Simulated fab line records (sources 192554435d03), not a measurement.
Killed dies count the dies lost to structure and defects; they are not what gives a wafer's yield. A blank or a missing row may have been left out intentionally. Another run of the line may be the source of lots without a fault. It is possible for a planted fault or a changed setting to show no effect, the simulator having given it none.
Which tool is to blame? | flow n5 finfet | Sampling: 12 lots, 36 wafers, 4 of 1938 route steps

== WHAT THE GAUGES SHOWED, per wafer ==
N5_BEOL_M5_CD_MEAS_11: target cd 27.74 nm. Usual: cd nm at 27.94 nm, with a standard deviation of 0.25.
lot  | measured     | on        | cd nm (nm)        | flag
L641 | day 8 18:23  | cd sem-01 | 27.99 27.70 27.65 |
L642 | day 9 00:45  | cd sem-02 | 27.93 27.66 27.93 |
L643 | day 9 08:54  | cd sem-01 | 27.82 27.47 27.79 |
L644 | day 9 16:07  | cd sem-03 | 27.64 28.11 27.96 |
L645 | day 10 02:49 | cd sem-02 | 28.35 28.36 28.11 |
L649 | day 10 20:56 | cd sem-03 | 27.85 28.11 27.63 |
L650 | day 11 04:16 | cd sem-02 | 27.99 27.68 28.12 |
L652 | day 11 07:20 | cd sem-03 | 28.31 28.34 27.86 |
L653 | day 12 03:23 | cd sem-01 | 28.26 28.24 27.83 |
L654 | day 12 08:24 | cd sem-01 | 27.77 27.54 27.41 |
L655 | day 12 11:29 | cd sem-03 | 27.90 27.97 27.77 |
L660 | day 13 18:38 | cd sem-02 | 27.75 28.01 28.08 |

N5_BEOL_M5_OVL_MEAS_12. Usual: M5_OVL -0.2 nm, standard deviation 0.63.
lot  | measured     | on         | M5_OVL (nm)    | flag
L641 | day 8 18:25  | overlay-01 | 0.2 0.9 -0.7   |
L642 | day 9 00:47  | overlay-02 | 1.3 0.3 0.5    |
L643 | day 9 08:57  | overlay-01 | -2.4 -0.1 -1.4 |
L644 | day 9 16:08  | overlay-02 | -0.4 0.4 0.8   |
L645 | day 10 02:51 | overlay-01 | 0.1 -1.0 0.6   |
L649 | day 10 20:58 | overlay-01 | -0.1 0.1 -0.6  |
L650 | day 11 04:17 | overlay-01 | -0.3 0.1 -1.0  |
L652 | day 11 07:22 | overlay-02 | 0.5 0.1 0.6    |
L653 | day 12 03:25 | overlay-01 | -1.9 -0.7 -0.6 |
L654 | day 12 08:26 | overlay-02 | 0.9 -0.2 -0.1  |
L655 | day 12 11:32 | overlay-02 | 0.4 0.2 -0.2   |
L660 | day 13 18:40 | overlay-02 | -0.9 -0.7 -0.4 |

== WHAT TOOL EACH LOT RAN ON (gives the tool, then ch and the chambers of the sampled wafers, and finally the start) ==
lot  | N5_BEOL_M4_ANNEAL_95         | N5_BEOL_M5_COAT_71
L641 | pvd sputter-02, day 8 13:53  | litho track-05 ch 0, day 8 18:01
L642 | pvd sputter-03, day 8 20:13  | litho track-02 ch 0, day 9 00:29
L643 | pvd sputter-02, day 9 01:58  | litho track-01 ch 0, day 9 08:31
L644 | pvd sputter-01, day 9 11:37  | litho track-05 ch 0, day 9 15:51
L645 | pvd sputter-01, day 9 20:24  | litho track-05 ch 0, day 10 02:33
L649 | pvd sputter-02, day 10 17:19 | litho track-05 ch 0, day 10 20:41
L650 | pvd sputter-01, day 10 23:57 | litho track-05 ch 0, day 11 04:00
L652 | pvd sputter-03, day 11 02:04 | litho track-01 ch 0, day 11 06:57
L653 | pvd sputter-01, day 11 21:59 | litho track-01 ch 0, day 12 03:00
L654 | pvd sputter-01, day 12 03:44 | litho track-01 ch 0, day 12 08:08
L655 | pvd sputter-01, day 12 06:45 | litho track-02 ch 0, day 12 11:10
L660 | pvd sputter-02, day 13 14:03 | litho track-02 ch 0, day 13 18:22
- N5_BEOL_M4_ANNEAL_95: time 240 s.
- N5_BEOL_M5_COAT_71: time 60 s, resist thk 5 nm.

== WHAT THE TOOLS THEMSELVES READ (means of the sampled wafers that have a number; where no wafer has one, the mark that the record gives instead) ==
N5_BEOL_M4_ANNEAL_95. Usual: heater power w 786 W, standard deviation 39; susceptor temp C 400.02 C, standard deviation 0.23.
lot  | tool           | heater power w (W) | susceptor temp C (C) | flag
L641 | pvd sputter-02 | 796                | 399.95               |
L642 | pvd sputter-03 | 844                | 399.76               |
L643 | pvd sputter-02 | 744                | 399.97               |
L644 | pvd sputter-01 | 786                | 400.22               |
L645 | pvd sputter-01 | 818                | 400.03               |
L649 | pvd sputter-02 | 761                | 400.00               |
L650 | pvd sputter-01 | 788                | 399.96               |
L652 | pvd sputter-03 | 776                | 399.89               |
L653 | pvd sputter-01 | 800                | 400.13               |
L654 | pvd sputter-01 | 796                | 400.01               |
L655 | pvd sputter-01 | 780                | 400.03               |
L660 | pvd sputter-02 | 787                | 399.86               |

N5_BEOL_M5_COAT_71. Usual: chill plate temp C 22.99 C, standard deviation 0.11; spin speed rpm 1499.9 rpm, standard deviation 0.91.
lot  | tool           | chill plate temp C (C) | spin speed rpm (rpm) | flag
L641 | litho track-05 | 22.91                  | 1499.6               |
L642 | litho track-02 | 22.98                  | 1499.3               |
L643 | litho track-01 | 22.86                  | 1499.4               |
L644 | litho track-05 | 23.02                  | 1499.8               |
L645 | litho track-05 | 22.92                  | 1500.0               |
L649 | litho track-05 | 22.95                  | 1663.1               | OFF
L650 | litho track-05 | 23.13                  | 1664.1               | OFF
L652 | litho track-01 | 22.92                  | 1500.3               |
L653 | litho track-01 | 22.97                  | 1500.7               |
L654 | litho track-01 | 23.04                  | 1501.3               |
L655 | litho track-02 | 22.92                  | 1500.4               |
L660 | litho track-02 | 23.05                  | 1500.0               |

== THE ANSWER, worked out from the rows above alone ==
Rule: take the mean of a lot's wafers that have a number; if it is more than 3 standard deviations from the usual mean, the lot is off. A lot without any number at a reading at which 4 lots or more have one is off too. Any other lot the step has rows for is counted as sound. After the gauges, taken in route order, come the tools' own readings; for these a lot's mean is taken, as printed above. The first step at which some lot is off is used, and at that step the reading that is off furthest; a lot without a number counts as furthest.
Off: L649, L650, at N5_BEOL_M5_COAT_71 (spin speed rpm).
A tool fits if, at that step or a process step before it, it ran every lot that is off, and no sound lot after the first of them. One candidate fits, namely litho track-05 at N5_BEOL_M5_COAT_71. Its last sound lot is L645 (day 10 02:33), its first lot that is off L649 (day 10 20:41): a fault that began between those two fits.
The tool's own readings at N5_BEOL_M5_COAT_71 bear it out: on the lots that are off they differ by more than 5 times the standard deviation of the sound lots' means. spin speed rpm reads 1663.6 rpm there against 1500.1 rpm on the sound lots.

== WHAT THE SIMULATOR PUT IN ==
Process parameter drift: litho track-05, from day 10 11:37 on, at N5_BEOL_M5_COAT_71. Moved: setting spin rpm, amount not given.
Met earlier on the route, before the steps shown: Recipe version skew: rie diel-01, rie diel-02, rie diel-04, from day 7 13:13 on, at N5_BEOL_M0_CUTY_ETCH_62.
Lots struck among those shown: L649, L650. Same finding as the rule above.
